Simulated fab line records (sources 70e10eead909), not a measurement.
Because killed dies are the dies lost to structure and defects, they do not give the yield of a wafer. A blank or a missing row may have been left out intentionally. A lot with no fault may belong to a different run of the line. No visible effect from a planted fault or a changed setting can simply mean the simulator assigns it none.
Chamber matching + flow nand-harc + NHARC_A_CHANNEL_HOLE_D1_ETCH_38 on rie-diel-07 has 4 sister chambers
The step etches the open film in CF4, target depth 39 nm, time 65 s. 7 wafers are shown with their chamber, then 7 later ones without.

## WAFERS WITH THEIR CHAMBER
| wafer  | chamber | oes-product-au (a.u.) | rf-vpp-V (V) |
|--------|---------|-----------------------|--------------|
| L420.1 | 3       | 1.009                 | 152.0        |
| L420.5 | 2       | 1.017                 | 151.1        |
| L420.6 | 1       | 0.997                 | 149.9        |
| L425.4 | 0       | 0.991                 | 152.0        |
| L425.5 | 2       | 1.009                 | 150.4        |
| L429.3 | 0       | 0.975                 | 152.4        |
| L429.5 | 1       | 1.003                 | 148.8        |

## WAFERS MISSING THEIR CHAMBER
| wafer  | oes-product-au (a.u.) | rf-vpp-V (V) |
|--------|-----------------------|--------------|
| L429.6 | 0.979                 | 150.7        |
| L436.3 | 1.018                 | 149.6        |
| L436.5 | 1.012                 | 151.5        |
| L436.6 | 1.001                 | 151.5        |
| L438.2 | 1.004                 | 148.8        |
| L438.5 | 0.993                 | 150.6        |
| L438.6 | 1.003                 | 152.5        |

## THE CHAMBER EACH PASSED THROUGH
| wafer  | from the rows above               | in truth |
|--------|-----------------------------------|----------|
| L429.6 | can't be placed: 0 or 1 or 2 or 3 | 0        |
| L436.3 | can't be placed: 2 or 1           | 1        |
| L436.5 | can't be placed: 3 or 2           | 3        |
| L436.6 | can't be placed: 3 or 2 or 0      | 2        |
| L438.2 | 1                                 | 1        |
| L438.5 | can't be placed: 1 or 2 or 0 or 3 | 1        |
| L438.6 | can't be placed: 3 or 0           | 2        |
Placed correctly: 1 of 7. Can't be placed from these rows: 6 (the true chamber is among the candidates in 5). 0 placed wrongly.
How it was worked out, from the rows above alone: a wafer's distance from a chamber is the root of the sum, over the readings, of the square of ((its reading less the chamber's mean) divided by the reading's scatter). The wafer belongs to the nearest chamber; if the next one is less than 2 further off, it can't be placed. Each chamber's mean is taken over the wafers shown for it. The scatter: take each reading less its chamber's mean, square it, sum over the shown wafers, divide by the number of wafers less the number of chambers, and take the root.
